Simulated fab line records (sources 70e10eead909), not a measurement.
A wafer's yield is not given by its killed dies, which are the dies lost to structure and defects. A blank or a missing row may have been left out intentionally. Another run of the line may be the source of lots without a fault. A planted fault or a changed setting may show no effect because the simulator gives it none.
Struck lot and sound lot, side by side    flow nand harc    15 out of 1302 route steps
Sound: these wafers, L641.2, L641.3, L641.6. Struck: wafer L643.1 (left out: L643.3, L643.5 of the same lot, which were not struck); the cause appears at the end.
Order at every step that has rows: each side's tool, ch and its chambers, its first start. Under that, the readings that differ: sound wafers    struck wafers    difference of the means    sigmas: that difference in standard deviations of wafers without a fault.
alike: readings whose means differ by less than 2 such deviations, and words and numbers that are the same on both sides. not compared: withheld readings, readings that some wafer has no value for, bounds like >300 that may hide the same value, and numbers for which the record gives no deviation and whose values overlap.
Wherever a step has rows on one side only, a row that says differs or no value, or a row with sigmas, the two part there. Non-overlapping numbers with no deviation appear without sigmas and do not part them. A reading missing from all wafers of one side parts the sides only when that side holds two or more wafers.

first, 1 step without rows for these wafers: NHARC_A_DECK1_JOINT_SRD_15.
NHARC_A_DECK1_JOINT_DEP_16: deposits SiO2, target thk 45 nm.
  sound on pecvd-03 ch 0,1,2, day 17 09:53; struck on pecvd-04 ch 0, day 18 04:46
reading             sound        struck  difference  sigmas
heater power w (W)  470 756 600  444     -165        -2
  alike: throttle valve pct
NHARC_A_DECK1_JOINT_THK_MEAS_17: measures by ellipsometry.
  struck on film metro-02, day 18 05:01; sound on film metro-01, day 17 10:10
reading      sound           struck  difference  sigmas
thk nm (nm)  45.3 44.6 44.5  47.3    +2.5        +2
NHARC_A_DECK1_JOINT_INSPECT_05:
  struck on defect inspect-02, day 18 05:02; sound on defect inspect-01, day 17 10:12
  alike: raw defect count
then, no rows for these wafers at 1 step: NHARC_A_ONON_D2_DEP_00 (target thk 1000 nm).
NHARC_A_ONON_D2_THK_MEAS_02: measures by ellipsometry.
  struck on film metro-01, day 18 05:37; sound on film metro-01, day 17 10:46
  alike: thk nm
then, no rows for these wafers at 1 step: NHARC_A_ONON_D2_DEP_03 (target thk 1000 nm).
NHARC_A_ONON_D2_THK_MEAS_05: measures by ellipsometry.
  struck on film metro-02, day 18 06:11; sound on film metro-02, day 17 11:20
  alike: thk nm
then, no rows for these wafers at 1 step: NHARC_A_ONON_D2_DEP_06 (target thk 1000 nm).
NHARC_A_ONON_D2_THK_MEAS_08: measures by ellipsometry.
  struck on film metro-01, day 18 06:46; sound on film metro-01, day 17 11:55
  alike: thk nm
then, no rows for these wafers at 1 step: NHARC_A_ONON_D2_DEP_09 (target thk 1000 nm).
NHARC_A_ONON_D2_THK_MEAS_11: measures by ellipsometry.
  struck on film metro-01, day 18 07:19; sound on film metro-01, day 17 12:28
reading      sound        struck  difference  sigmas
thk nm (nm)  989 988 988  1015    +27         +3
NHARC_A_ONON_D2_DEP_12: target thk 1000 nm.
  sound on pecvd onon-01 ch 0, day 17 12:35; struck on pecvd onon-04 ch 0, day 18 07:23
  alike: n2 flow sccm
NHARC_A_ONON_D2_THK_MEAS_14: measures by ellipsometry.
  struck on film metro-01, day 18 07:53; sound on film metro-02, day 17 13:02
reading      sound        struck  difference  sigmas
thk nm (nm)  998 999 998  694     -304        -32
then, 1 step without rows for these wafers: NHARC_A_ONON_D2_ANNEAL_15 (time 3600 s).

== WHERE THEY PART ==
Earliest at NHARC_A_DECK1_JOINT_DEP_16; latest, in this record, at NHARC_A_ONON_D2_THK_MEAS_14.

WHY: what had been put in by the simulator
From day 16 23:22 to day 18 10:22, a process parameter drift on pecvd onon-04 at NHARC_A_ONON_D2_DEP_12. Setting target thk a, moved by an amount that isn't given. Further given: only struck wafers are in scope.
